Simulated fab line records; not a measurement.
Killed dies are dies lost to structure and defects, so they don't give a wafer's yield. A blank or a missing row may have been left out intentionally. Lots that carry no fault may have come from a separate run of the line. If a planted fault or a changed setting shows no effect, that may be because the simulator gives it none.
Code-filled problem report in 8D (eight disciplines) form :: flow n5 finfet :: the parts of the form that need people (team, actions taken, sign-off) are left out

## 1. WHAT WENT WRONG
Wafers without a fault read 185.0 W, standard deviation 0.56; bias w at N5_BEOL_M1_TRENCH_ETCH_37 reads a mean of 206.2 W on 2 wafers belonging to 2 lots. That is +38 standard deviations from the usual mean.
The step: etches SiOC in C4F6/O2, target depth 55.207 nm, time 29 s.
First observed at day 8 16:08: wafer L813.2, on rie diel-03. The record has a number at this step for 27 wafers belonging to 9 lots. The rule behind "out" and "out of limits": a value lying over 4 standard deviations away from the usual mean. The rest of the wafers with a number are treated as sound.

## 2. WHAT IT IS, AND WHAT IT ISN'T
question: which readings at this step
is: bias w, rf vpp V
is not: drypump motor current A, oes_f_703_au, oes product au, showerhead plenum p Torr, throttle valve pct

question: which lots
is: L813, L817
is not: L808, L810, L811, L823, L825, L827, L828

question: which wafers of those lots
is: L813.2, L817.2
is not: L813.3, L813.5, L817.3, L817.4

question: read on which tools
is: rie diel-03
is not: rie diel-02, rie diel-06

question: when
is: from day 8 16:08
is not: up to then (11 sound wafers); but 14 sound wafers of L817, L823, L825, L827, L828 came after

## 3. WHAT RULES OUT EACH SUSPECT
Counting: if a tool at a process step up to the reading ran every lot that is out, it stays a suspect. Sound lots after the first of them don't rule it out here, since some wafers of a struck lot are sound.
- rie metal-01 at N5_BEOL_M1_HM_OPEN_17 (chemistry Cl2/BCl3, target TiN, target depth 20 nm, overetch 6 nm): kept. Ran every lot that is out, first one L813 (day 8 07:25); last sound lot up to then L811 (day 7 16:55).
- rie diel-03 at N5_BEOL_M1_TRENCH_ETCH_37 (etches SiOC in C4F6/O2, target depth 55.207 nm, time 29 s): kept. Ran every lot that is out, first one L813 (day 8 16:08); last sound lot up to then L808 (day 6 21:08). Out on those wafers are its own readings of bias w, rf vpp V.
- At N5_BEOL_M1_TRENCH_ETCH_37, inside rie diel-03: chamber 2 took the wafers that are out, while their sound lot-mates went through chambers 0, 1.
Remaining after the count are rie metal-01 at N5_BEOL_M1_HM_OPEN_17 and rie diel-03 at N5_BEOL_M1_TRENCH_ETCH_37.

## 4. THE CAUSE (what the simulator had put in)
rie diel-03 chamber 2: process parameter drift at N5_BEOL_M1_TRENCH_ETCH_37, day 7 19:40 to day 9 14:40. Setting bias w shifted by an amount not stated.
2 suspects survive the count, and this tool is in that group.

## 5. SEQUENCE OF EFFECTS, ordered by route
Each row: a reading where the mean over the struck wafers with a number is more than 3 standard deviations away from the usual. Scope: only readings with a usual standard deviation given in the record; hours: median across lots of the time from each lot's start at the first step in this table that gives one to its start at this step; sigmas: change in usual standard deviations.
hours: 0
step: N5_BEOL_M1_TRENCH_ETCH_37
reading: bias w
usual: 185.0 W
on struck wafers: 206.2
change: +21.2
sigmas: +38

hours: 0
step: N5_BEOL_M1_TRENCH_ETCH_37
reading: rf vpp V
usual: 664 V
on struck wafers: 724
change: +60
sigmas: +9.6
Here are the process steps it includes:
- N5_BEOL_M1_TRENCH_ETCH_37: etches SiOC in C4F6/O2, target depth 55.207 nm, time 29 s.
Later steps that measure or inspect, where all struck wafers having a row at the step show a number for every such reading and not one has moved that far: N5_BEOL_M4_RC_MEAS_101.

## 6. WHAT WOULD HAVE CAUGHT IT SOONER
In this record the first reading out of limits was taken at day 8 16:08, 20 hours after the fault began at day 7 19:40.
